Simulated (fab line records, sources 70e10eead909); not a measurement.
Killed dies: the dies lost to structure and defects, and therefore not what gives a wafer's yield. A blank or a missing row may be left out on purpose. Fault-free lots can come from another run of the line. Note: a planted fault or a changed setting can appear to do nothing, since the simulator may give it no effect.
Comparing a struck lot with a sound one	flow nand harc	21 steps out of a route of 1159
Sound: the wafers L820.1, L820.4, L820.5. Struck: wafer L814.3. (L814.2 of the same lot was not struck and is left out.) The cause comes at the end.
Per side, at each step with rows, come the tool, then ch with its chambers, and then its first start. Under that, the readings that differ: sound wafers	struck wafers	difference of the means	sigmas: that difference in standard deviations of wafers without a fault.
alike: readings whose means differ by less than 2 such deviations, and words and numbers that are the same on both sides. not compared: withheld readings, readings that some wafer has no value for, bounds like >300 that may hide the same value, and numbers for which the record gives no deviation and whose values overlap.
Wherever a step has rows on one side only, a row that says differs or no value, or a row with sigmas, the two part there. Non-overlapping numbers with no deviation appear without sigmas and do not part them. Lack of a reading on every wafer of one side parts them only where that side has two or more wafers.

NHARC_P_CONTACT_CMP_24: polishes, t overpolish 30 s, target thk 200 nm.
  sound on cmp-01 ch 2,3, day 9 00:38; struck on cmp-02 ch 3, day 7 17:46
  alike: motor current A, overpolish run s, time to endpoint s
then, 1 step without rows for these wafers: NHARC_P_CONTACT_SRD_26.
NHARC_P_CONTACT_INSPECT_27:
  struck on defect inspect-01, day 7 18:08; sound on defect inspect-02, day 9 01:02
  alike: raw defect count
then, 8 steps without rows for these wafers: NHARC_P_M0_DEP_00 (deposits SiOC, target thk 150 nm); NHARC_P_M0_DEHYDRATE_01 (time 120 s); NHARC_P_M0_HMDS_02 (time 30 s); NHARC_P_M0_COAT_33 (time 65 s); NHARC_P_M0_COAT_03 (resist thk 90 nm); NHARC_P_M0_SOFTBAKE_04 (time 55 s); NHARC_P_M0_EBR_05; NHARC_P_M0_EXPOSE_06 (exposes mask P M0, target cd 90 nm).
NHARC_P_M0_PEB_07: peb time 65 s.
  sound on litho track-04 ch 0, day 9 01:46; struck on litho track-06 ch 0, day 7 18:58
reading	sound	struck	difference	sigmas
heater power total W (W)	156.4 157.1 157.0	165.0	+8.2	+20
  alike: exhaust pa
then, 1 step without rows for these wafers: NHARC_P_M0_DEVELOP_08 (develop time 35 s).
NHARC_P_M0_CD_MEAS_09: the cd target is 90 nm.
  sound on cd sem-03 ch 0, day 9 01:50; struck on cd sem-03 ch 0, day 7 19:02
reading	sound	struck	difference	sigmas
cd nm (nm)	89.3 91.4 91.4	88.9	-1.8	-2
NHARC_P_M0_OVL_MEAS_10: pitch 180 nm.
  struck on overlay-01, day 7 19:07; sound on overlay-02, day 9 01:55
  alike: overlay x nm, overlay y nm
NHARC_P_M0_INSPECT_11:
  struck on defect inspect-02, day 7 19:10; sound on defect inspect-01, day 9 01:58
  alike: raw defect count
NHARC_P_M0_DESCUM_14: chemistry O2, time 3 s.
  sound on rie diel-12 ch 0,1, day 9 02:01; struck on rie diel-10 ch 1, day 7 19:13
reading	sound	struck	difference	sigmas
drypump motor current A (A)	4.9 4.9 4.9	6.5	+1.6	+4
model.P_M0.cd nm (nm)	88.64 91.18 90.82	88.08	-2.13	
  alike: oes product au, rf vpp V, showerhead plenum p Torr, throttle valve pct
  not compared: rf hours counter h
NHARC_P_M0_ETCH_34: etches the open film in N2/H2, target depth 40 nm, overetch 12 nm, time 43.94 s.
  sound on rie diel-12 ch 0,3, day 9 02:07; struck on rie diel-10 ch 1, day 7 19:19
reading	sound	struck	difference	sigmas
drypump motor current A (A)	5.7 4.9 5.7	6.5	+1.1	+2
  alike: oes product au, rf vpp V, showerhead plenum p Torr, throttle valve pct
  not compared: rf hours counter h
NHARC_P_M0_ETCH_15: etches the open film in C4F8/Ar, target depth 150 nm, overetch 15 nm, time 82.5 s.
  sound: rie diel-12 ch 1,2,3; struck: rie diel-10 ch 3
reading	sound	struck	difference	sigmas
model.P_M0.cd nm (nm)	88.42 90.88 90.81	88.06	-1.98	
  alike: oes product au, rf vpp V
  not compared: rf hours counter h
NHARC_P_M0_CD_MEAS_16:
  struck on cd sem-03, day 7 19:34; sound on cd sem-02, day 9 02:19
reading	sound	struck	difference	sigmas
cd nm (nm)	88.7 90.8 90.8	88.0	-2.1	-2
NHARC_END_SORT_01:
  the record has rows for the sound wafers here (prober-02 ch 0, day 23 06:23) and none for the struck ones

WHERE THEY PART
At NHARC_P_M0_PEB_07 first; at NHARC_END_SORT_01 last (within this record only).

WHY: whatever the simulator had introduced
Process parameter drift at NHARC_P_M0_PEB_07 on litho track-06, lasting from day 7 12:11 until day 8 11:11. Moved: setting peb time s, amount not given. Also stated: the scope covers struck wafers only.
